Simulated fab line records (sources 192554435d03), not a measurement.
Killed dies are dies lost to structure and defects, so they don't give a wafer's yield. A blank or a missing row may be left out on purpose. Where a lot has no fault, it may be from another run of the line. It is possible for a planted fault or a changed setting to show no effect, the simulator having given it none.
Chamber matching | flow n5_finfet | N5_FIN_SAQP_ETCH_69 on rie_diel-05 has 4 sister chambers
The step etches SOC in N2/H2, stops on SiNx, target depth 150 nm. 8 wafers are shown with their chamber, then 9 later ones without.

EACH WAFER AND ITS CHAMBER
wafer  | chamber | drypump_motor_current_A (A) | throttle_valve_pct (%)
L085.6 | 1       | 5.1                         | 18.05
L086.2 | 2       | 6.2                         | 18.11
L087.1 | 2       | 6.3                         | 18.09
L087.3 | 1       | 5.1                         | 18.05
L087.5 | 3       | 5.7                         | 17.83
L090.3 | 0       | 5.7                         | 17.62
L090.5 | 3       | 5.7                         | 17.84
L090.6 | 0       | 5.7                         | 17.63

WAFERS WHOSE CHAMBER IS MISSING
wafer  | drypump_motor_current_A (A) | throttle_valve_pct (%)
L091.2 | 6.2                         | 18.12
L091.4 | 6.2                         | 18.14
L091.5 | 5.6                         | 17.62
L095.3 | 5.7                         | 17.64
L095.4 | 5.1                         | 17.67
L095.5 | 6.3                         | 18.15
L096.3 | 5.6                         | 17.65
L096.4 | 5.6                         | 17.66
L096.5 | 5.1                         | 17.65

WHICH CHAMBER EACH ONE RAN IN
wafer  | from the rows above | in truth
L091.2 | 2                   | 2
L091.4 | 2                   | 2
L091.5 | 0                   | 0
L095.3 | 0                   | 0
L095.4 | 0                   | 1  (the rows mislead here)
L095.5 | 2                   | 2
L096.3 | 0                   | 0
L096.4 | 0                   | 0
L096.5 | 0                   | 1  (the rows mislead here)
Correct placement for 7 of the 9. Not placeable from these rows: 0. Number placed wrongly: 2.
How it was worked out, from the rows above alone: a wafer's distance from a chamber is the root of the sum, over the readings, of the square of ((its reading less the chamber's mean) divided by the reading's scatter). The wafer belongs to the nearest chamber; if the next one is less than 2 further off, it can't be placed. For every chamber, the mean is computed from those of its wafers that are shown. The scatter is the square root of a quotient: the sum, over the shown wafers, of each reading's squared deviation from its chamber's mean, divided by wafers minus chambers.
